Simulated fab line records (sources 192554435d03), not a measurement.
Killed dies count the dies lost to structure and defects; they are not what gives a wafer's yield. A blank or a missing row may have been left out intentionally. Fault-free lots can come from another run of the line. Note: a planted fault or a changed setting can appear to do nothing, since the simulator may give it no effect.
Commonality check across tools    flow n5Finfet    27 wafers sampled across 9 lots

## WHAT PROMPTED THE OPENING
N5_BEOL_M6_THK_MEAS_01, reading M6_ILD_THK: flagged on 2 of 9 lots. Wafers without a fault read 155.8 nm, standard deviation 2.4.
Rule: a lot is flagged in two cases, either no wafer of it has a number, or all its wafers with numbers fall more than 4 standard deviations from that mean. The other lots count as sound.

lot   measured      on            M6_ILD_THK (nm), wafer by wafer  flag
L723  day 9 12:20   filmMetro-02  152.7 154.5 156.0                
L724  day 9 19:05   filmMetro-01  156.6 157.7 160.5                
L725  day 10 10:52  filmMetro-01  154.6 157.3 157.6                
L729  day 11 10:56  filmMetro-01  157.9 155.2 158.4                
L733  day 11 14:43  filmMetro-02  264.1 264.1 263.4                FLAGGED
L731  day 11 15:15  filmMetro-01  261.0 261.1 264.7                FLAGGED
L738  day 13 02:22  filmMetro-01  154.1 158.8 158.6                
L742  day 14 04:11  filmMetro-02  150.3 153.2 152.5                
L741  day 14 04:23  filmMetro-01  158.1 158.9 158.8                
The mean of the flagged lots' numbers is 263.1 nm, +107.3 nm from the usual (+45 standard deviations).

## WHICH TOOL RAN EACH LOT
The record holds 4 process steps before the reading, out of a route of 1938 steps. Cell contents, in order: the tool; ch with the chambers the sampled wafers went through; the start.
lot   flag     N5_BEOL_M5_SPUTTER_81        N5_BEOL_M5_ANNEAL_82         N5_BEOL_M5_SPUTTER_90        N5_BEOL_M6_ILD_DEP_00
L723           pvdSputter-02, day 9 07:21   pvdSputter-02, day 9 07:26   pvdSputter-02, day 9 10:37   pecvd-02 ch 0,2, day 9 11:45
L724           pvdSputter-01, day 9 14:07   pvdSputter-01, day 9 14:11   pvdSputter-01, day 9 17:22   pecvd-03 ch 1, day 9 18:29
L725           pvdSputter-02, day 10 05:50  pvdSputter-02, day 10 05:55  pvdSputter-02, day 10 09:05  pecvd-01 ch 0,1, day 10 10:17
L729           pvdSputter-02, day 11 05:43  pvdSputter-02, day 11 05:47  pvdSputter-02, day 11 08:58  pecvd-02 ch 0,1,2, day 11 10:22
L733  FLAGGED  pvdSputter-01, day 11 09:29  pvdSputter-01, day 11 09:34  pvdSputter-01, day 11 12:44  pecvd-02 ch 0,1,2, day 11 14:09
L731  FLAGGED  pvdSputter-03, day 11 10:01  pvdSputter-03, day 11 10:06  pvdSputter-03, day 11 13:17  pecvd-02 ch 0,2, day 11 14:40
L738           pvdSputter-01, day 12 21:19  pvdSputter-01, day 12 21:23  pvdSputter-01, day 13 00:34  pecvd-01 ch 0,1, day 13 01:45
L742           pvdSputter-02, day 13 22:42  pvdSputter-02, day 13 22:47  pvdSputter-02, day 14 01:58  pecvd-01 ch 0,1,2, day 14 03:08
L741           pvdSputter-03, day 13 22:44  pvdSputter-03, day 13 22:49  pvdSputter-03, day 14 02:00  pecvd-03 ch 1,2, day 14 03:18
What the steps here do:
- N5_BEOL_M5_SPUTTER_81: material Cu, target thk 15 nm, time 27.62 s.
- N5_BEOL_M5_ANNEAL_82: time 1800 s.
- N5_BEOL_M5_SPUTTER_90: material Cu, target thk 4.5 nm, time 8.29 s.
- N5_BEOL_M6_ILD_DEP_00: deposits SiCOH lowk from DEMS/porogen, target thk 179.75 nm, time 33.4 s.
- N5_BEOL_M6_THK_MEAS_01

## FLAGGED OVER TOTAL, TOOL BY TOOL (the gauges that took the reading come last)
step                    tool           lots run  flagged  share of the flagged lots  sound lots run after its first flagged lot
N5_BEOL_M5_SPUTTER_81   pvdSputter-01  3         1        some                       1 (L738)
N5_BEOL_M5_SPUTTER_81   pvdSputter-02  4         0        none                       -
N5_BEOL_M5_SPUTTER_81   pvdSputter-03  2         1        some                       1 (L741)
N5_BEOL_M5_ANNEAL_82    pvdSputter-01  3         1        some                       1 (L738)
N5_BEOL_M5_ANNEAL_82    pvdSputter-02  4         0        none                       -
N5_BEOL_M5_ANNEAL_82    pvdSputter-03  2         1        some                       1 (L741)
N5_BEOL_M5_SPUTTER_90   pvdSputter-01  3         1        some                       1 (L738)
N5_BEOL_M5_SPUTTER_90   pvdSputter-02  4         0        none                       -
N5_BEOL_M5_SPUTTER_90   pvdSputter-03  2         1        some                       1 (L741)
N5_BEOL_M6_ILD_DEP_00   pecvd-01       3         0        none                       -
N5_BEOL_M6_ILD_DEP_00   pecvd-02       4         2        all                        0
N5_BEOL_M6_ILD_DEP_00   pecvd-03       2         0        none                       -
N5_BEOL_M6_THK_MEAS_01  filmMetro-01   6         1        some                       2 (L738,L741)
N5_BEOL_M6_THK_MEAS_01  filmMetro-02   3         1        some                       1 (L742)

## WHAT THE TABLE ALLOWS
All flagged lots share 1 row of the table, namely pecvd-02 at N5_BEOL_M6_ILD_DEP_00.
- pecvd-02 at N5_BEOL_M6_ILD_DEP_00 ran 4 lots, 2 of them flagged. Last sound lot L729 at day 11 10:22, first flagged lot L733 at day 11 14:09; a fault beginning in between fits.
pecvd-02 at N5_BEOL_M6_ILD_DEP_00 is the single tool remaining.

## WHAT HAD BEEN PUT IN BY THE SIMULATOR
Process parameters drifting: pecvd-02 at N5_BEOL_M6_ILD_DEP_00, beginning at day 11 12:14. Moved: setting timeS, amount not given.
Shown lots that were struck: L733, L731. The same result came from the rule above.
